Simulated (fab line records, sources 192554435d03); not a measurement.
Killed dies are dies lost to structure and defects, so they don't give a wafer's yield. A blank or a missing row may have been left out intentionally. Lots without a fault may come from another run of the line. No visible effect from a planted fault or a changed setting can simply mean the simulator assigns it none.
Which tool did it? || flow n5-finfet || route of 1938 steps, sampled at 1 step: 21 lots, 63 wafers

WHAT THE GAUGES SHOWED, per wafer
N5_BEOL_M13_THK_MEAS_50: measures by xrf.
{"lot": "L074", "measured": "day 10 13:41", "on": "film-metro-01", "M13_THK (nm)": "421 438 437"}
{"lot": "L077", "measured": "day 11 05:47", "on": "film-metro-01", "M13_THK (nm)": "427 443 432"}
{"lot": "L078", "measured": "day 11 17:38", "on": "film-metro-01", "M13_THK (nm)": "430 423 426"}
{"lot": "L076", "measured": "day 11 18:16", "on": "film-metro-01", "M13_THK (nm)": "427 419 429"}
{"lot": "L080", "measured": "day 11 23:15", "on": "film-metro-01", "M13_THK (nm)": "442 427 435"}
{"lot": "L079", "measured": "day 12 06:06", "on": "film-metro-01", "M13_THK (nm)": "410 418 418"}
{"lot": "L082", "measured": "day 12 21:38", "on": "film-metro-01", "M13_THK (nm)": "417 423 436"}
{"lot": "L081", "measured": "day 12 22:38", "on": "film-metro-01", "M13_THK (nm)": "421 411 416"}
{"lot": "L083", "measured": "day 13 05:54", "on": "film-metro-01", "M13_THK (nm)": "411 428 409"}
{"lot": "L084", "measured": "day 13 06:22", "on": "film-metro-01", "M13_THK (nm)": "414 419 411"}
{"lot": "L086", "measured": "day 13 12:56", "on": "film-metro-01", "M13_THK (nm)": "424 408 413"}
{"lot": "L085", "measured": "day 13 16:20", "on": "film-metro-01", "M13_THK (nm)": "433 424 429"}
{"lot": "L089", "measured": "day 14 04:53", "on": "film-metro-01", "M13_THK (nm)": "414 424 429"}
{"lot": "L088", "measured": "day 14 17:04", "on": "film-metro-01", "M13_THK (nm)": "425 437 424"}
{"lot": "L091", "measured": "day 15 00:41", "on": "film-metro-01", "M13_THK (nm)": "424 440 429"}
{"lot": "L090", "measured": "day 15 03:32", "on": "film-metro-01", "M13_THK (nm)": "443 438 424"}
{"lot": "L094", "measured": "day 15 21:48", "on": "film-metro-01", "M13_THK (nm)": "438 426 431"}
{"lot": "L093", "measured": "day 15 23:53", "on": "film-metro-01", "M13_THK (nm)": "434 411 410"}
{"lot": "L095", "measured": "day 16 12:34", "on": "film-metro-02", "M13_THK (nm)": "412 428 422"}
{"lot": "L096", "measured": "day 16 18:05", "on": "film-metro-02", "M13_THK (nm)": "424 412 423"}
{"lot": "L097", "measured": "day 16 21:16", "on": "film-metro-02", "M13_THK (nm)": "409 422 412"}

EACH LOT AND THE TOOL THAT RAN IT (in order: tool; ch and the chambers of the sampled wafers; start)
Before these readings, the record contains no process step.

AS READ BY THE TOOLS THEMSELVES (means over the sampled wafers that have a number; for cases with no such wafer, the mark the record gives instead)
The record holds no such reading with a usual standard deviation.

THE ANSWER, worked out from the rows above alone
Rule: the usual values come from the lots themselves. The widest of any qualifying gaps counts: lots, ordered by their means at a reading, are off when they make up no more than a third of the lots, leave a main group of 4 or more, and stand apart from it by 3 or more times the standard deviation of that group's means. Not used: any main group whose means are identical at the precision the tables above print for the reading. Also off: a lot with no number at a reading for which 4 or more lots have one. Any other lot the step has rows for is counted as sound. After the gauges, taken in route order, come the tools' own readings; for these a lot's mean is taken, as printed above. At the first step where some lot is off, the reading lying furthest off is the one used; lots without a number count as furthest.
No lot is off at any reading shown: from this, nothing can be told.

WHAT THE SIMULATOR HAD INSERTED
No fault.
